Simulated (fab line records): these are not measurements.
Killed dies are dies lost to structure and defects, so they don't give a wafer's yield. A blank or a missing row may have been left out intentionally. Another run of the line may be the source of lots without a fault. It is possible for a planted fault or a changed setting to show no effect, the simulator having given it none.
Matching of chambers | flow nandHarc | NHARC_A_BLC_STRIP_21 on rieDiel-13 has 4 sister chambers
The step strips in O2. 18 wafers are shown with their chamber, then 8 later ones without.

## WAFERS, EACH WITH ITS CHAMBER
wafer  | chamber | drypumpMotorCurrentA (A) | showerheadPlenumPTorr (Torr) | oesProductAu (a.u.)
L770.2 | 1       | 5.1                      | 3.73                         | 1.009
L770.4 | 3       | 6.3                      | 3.59                         | 0.997
L770.5 | 0       | 6.7                      | 3.40                         | 0.995
L773.1 | 0       | 6.7                      | 3.39                         | 0.983
L773.3 | 3       | 6.3                      | 3.59                         | 0.997
L773.6 | 0       | 6.7                      | 3.39                         | 0.987
L772.2 | 2       | 5.3                      | 3.43                         | 0.999
L772.3 | 3       | 6.3                      | 3.59                         | 1.002
L772.6 | 2       | 5.3                      | 3.43                         | 1.008
L775.3 | 1       | 5.1                      | 3.73                         | 0.992
L775.5 | 3       | 6.3                      | 3.59                         | 1.000
L775.6 | 2       | 5.3                      | 3.43                         | 1.011
L779.1 | 1       | 5.1                      | 3.72                         | 0.992
L779.3 | 0       | 6.7                      | 3.39                         | 0.994
L779.6 | 1       | 5.1                      | 3.73                         | 0.993
L780.1 | 1       | 5.1                      | 3.73                         | 0.997
L780.4 | 2       | 5.3                      | 3.43                         | 1.007
L780.6 | 2       | 5.4                      | 3.43                         | 1.005

SIGNATURES, as means of the wafers listed above
reading               | chamber 0 | chamber 1 | chamber 2 | chamber 3 | scatter within a chamber
drypumpMotorCurrentA  | 6.700     | 5.100     | 5.320     | 6.300     | 0.0239
showerheadPlenumPTorr | 3.3925    | 3.7280    | 3.4300    | 3.5900    | 0.00333
oesProductAu          | 0.98975   | 0.99660   | 1.00600   | 0.99900   | 0.00538
Rule: a wafer's distance from a chamber is the root of the sum, over the readings, of the square of ((its reading less the chamber's mean) divided by the reading's scatter). If the next closest chamber is less than 2 further off than the closest, the wafer can't be placed; otherwise it belongs to the closest. The scatter: the root of (the sum of the squares of (reading less its chamber's mean) over the shown wafers, divided by (wafers less chambers)).

## WAFERS WITHOUT THEIR CHAMBER
wafer  | drypumpMotorCurrentA (A) | showerheadPlenumPTorr (Torr) | oesProductAu (a.u.)
L786.5 | 5.1                      | 3.72                         | 0.989
L786.6 | 5.3                      | 3.43                         | 1.011
L790.1 | 6.7                      | 3.39                         | 0.999
L790.3 | 6.3                      | 3.59                         | 0.987
L790.6 | 5.3                      | 3.43                         | 1.011
L791.2 | 5.1                      | 3.72                         | 0.999
L791.5 | 5.3                      | 3.42                         | 1.003
L791.6 | 5.1                      | 3.72                         | 1.001

## CHAMBER TAKEN BY EACH
wafer  | from the rows above | in truth
L786.5 | 1                   | 1
L786.6 | 2                   | 2
L790.1 | 0                   | 0
L790.3 | 3                   | 3
L790.6 | 2                   | 2
L791.2 | 1                   | 1
L791.5 | 2                   | 2
L791.6 | 1                   | 1
Placed correctly: 8 of 8. Can't be placed from these rows: 0. 0 placed wrongly.
